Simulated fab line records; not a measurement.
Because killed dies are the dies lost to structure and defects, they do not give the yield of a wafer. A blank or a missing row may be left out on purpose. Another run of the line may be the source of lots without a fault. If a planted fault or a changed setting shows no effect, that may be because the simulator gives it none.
Matching of chambers + flow n5Finfet + 4 sister chambers for N5_BEOL_M1_STRIP_36 on rieDiel-05
The step strips in N2/H2. 4 wafers are shown with their chamber, then 10 later ones without.

== WAFERS PAIRED WITH THEIR CHAMBERS ==
| wafer  | chamber | drypumpMotorCurrentA (A) |
|--------|---------|--------------------------|
| L078.5 | 1       | 5.27                     |
| L085.6 | 0       | 6.04                     |
| L086.1 | 3       | 5.55                     |
| L086.2 | 2       | 5.55                     |

== WAFERS WITHOUT THEIR CHAMBER ==
| wafer  | drypumpMotorCurrentA (A) |
|--------|--------------------------|
| L086.4 | 5.29                     |
| L087.1 | 5.55                     |
| L087.3 | 6.03                     |
| L087.6 | 5.57                     |
| L089.1 | 6.07                     |
| L089.2 | 5.29                     |
| L089.3 | 5.53                     |
| L092.4 | 5.58                     |
| L092.5 | 6.02                     |
| L092.6 | 5.54                     |

== THE CHAMBER EACH PASSED THROUGH ==
| wafer  | from the rows above     | in truth |
|--------|-------------------------|----------|
| L086.4 | 1                       | 1        |
| L087.1 | can't be placed: 2 or 3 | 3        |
| L087.3 | 0                       | 0        |
| L087.6 | can't be placed: 2 or 3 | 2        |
| L089.1 | 0                       | 0        |
| L089.2 | 1                       | 1        |
| L089.3 | can't be placed: 2 or 3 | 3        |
| L092.4 | can't be placed: 2 or 3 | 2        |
| L092.5 | 0                       | 0        |
| L092.6 | can't be placed: 2 or 3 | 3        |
Correct placement for 5 of the 10. Unplaceable from these rows: 5, with the true chamber sitting among the candidates in 5. 0 placed wrongly.
How it was worked out, from the rows above alone: a wafer's distance from a chamber is the root of the sum, over the readings, of the square of ((its reading less the chamber's mean) divided by the reading's scatter). The wafer belongs to the nearest chamber; if the next one is less than 2 further off, it can't be placed. A chamber's mean is the mean of its shown wafers. The scatter: root of mean squared gap, hidden wafer to nearest shown wafer, with one shown wafer a chamber.
